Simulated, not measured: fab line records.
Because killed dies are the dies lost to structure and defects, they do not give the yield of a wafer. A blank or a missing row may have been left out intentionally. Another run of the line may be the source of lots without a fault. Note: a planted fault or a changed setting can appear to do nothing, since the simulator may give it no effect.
Matching of chambers / flow n5 finfet / N5_BEOL_M8_ETCH_66 on rie diel-04: 4 sister chambers
The step etches SOC in N2/H2, target depth 80 nm, overetch 16 nm, time 120 s. 4 wafers are shown with their chamber, then 12 later ones without.

## WAFERS PAIRED WITH THEIR CHAMBERS
wafer=L087.6; chamber=3; showerhead plenum p Torr (Torr)=2.61
wafer=L089.1; chamber=0; showerhead plenum p Torr (Torr)=2.72
wafer=L089.2; chamber=2; showerhead plenum p Torr (Torr)=2.61
wafer=L089.6; chamber=1; showerhead plenum p Torr (Torr)=2.54

## WAFERS WITH NO CHAMBER GIVEN
wafer=L093.1; showerhead plenum p Torr (Torr)=2.54
wafer=L093.2; showerhead plenum p Torr (Torr)=2.60
wafer=L093.5; showerhead plenum p Torr (Torr)=2.60
wafer=L094.1; showerhead plenum p Torr (Torr)=2.53
wafer=L094.3; showerhead plenum p Torr (Torr)=2.60
wafer=L094.5; showerhead plenum p Torr (Torr)=2.71
wafer=L095.4; showerhead plenum p Torr (Torr)=2.60
wafer=L095.5; showerhead plenum p Torr (Torr)=2.71
wafer=L095.6; showerhead plenum p Torr (Torr)=2.54
wafer=L096.3; showerhead plenum p Torr (Torr)=2.60
wafer=L096.5; showerhead plenum p Torr (Torr)=2.71
wafer=L096.6; showerhead plenum p Torr (Torr)=2.53

## WHICH CHAMBER EACH ONE RAN IN
wafer=L093.1; from the rows above=1; in truth=1
wafer=L093.2; from the rows above=can't be placed: 2 or 3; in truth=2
wafer=L093.5; from the rows above=can't be placed: 2 or 3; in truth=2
wafer=L094.1; from the rows above=1; in truth=1
wafer=L094.3; from the rows above=can't be placed: 2 or 3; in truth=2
wafer=L094.5; from the rows above=0; in truth=0
wafer=L095.4; from the rows above=can't be placed: 2 or 3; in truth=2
wafer=L095.5; from the rows above=0; in truth=0
wafer=L095.6; from the rows above=1; in truth=1
wafer=L096.3; from the rows above=can't be placed: 2 or 3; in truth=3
wafer=L096.5; from the rows above=0; in truth=0
wafer=L096.6; from the rows above=1; in truth=1
7 of 12 placed correctly. Not placeable from these rows: 5 (in 5, the candidates include the true chamber). Number placed wrongly: 0.
How it was worked out, from the rows above alone: a wafer's distance from a chamber is the root of the sum, over the readings, of the square of ((its reading less the chamber's mean) divided by the reading's scatter). If the next closest chamber is less than 2 further off than the closest, the wafer can't be placed; otherwise it belongs to the closest. A chamber's mean is the mean of its shown wafers. The scatter: with one shown wafer a chamber, the root of the mean of the squares of how far each hidden wafer lies from its nearest shown one.
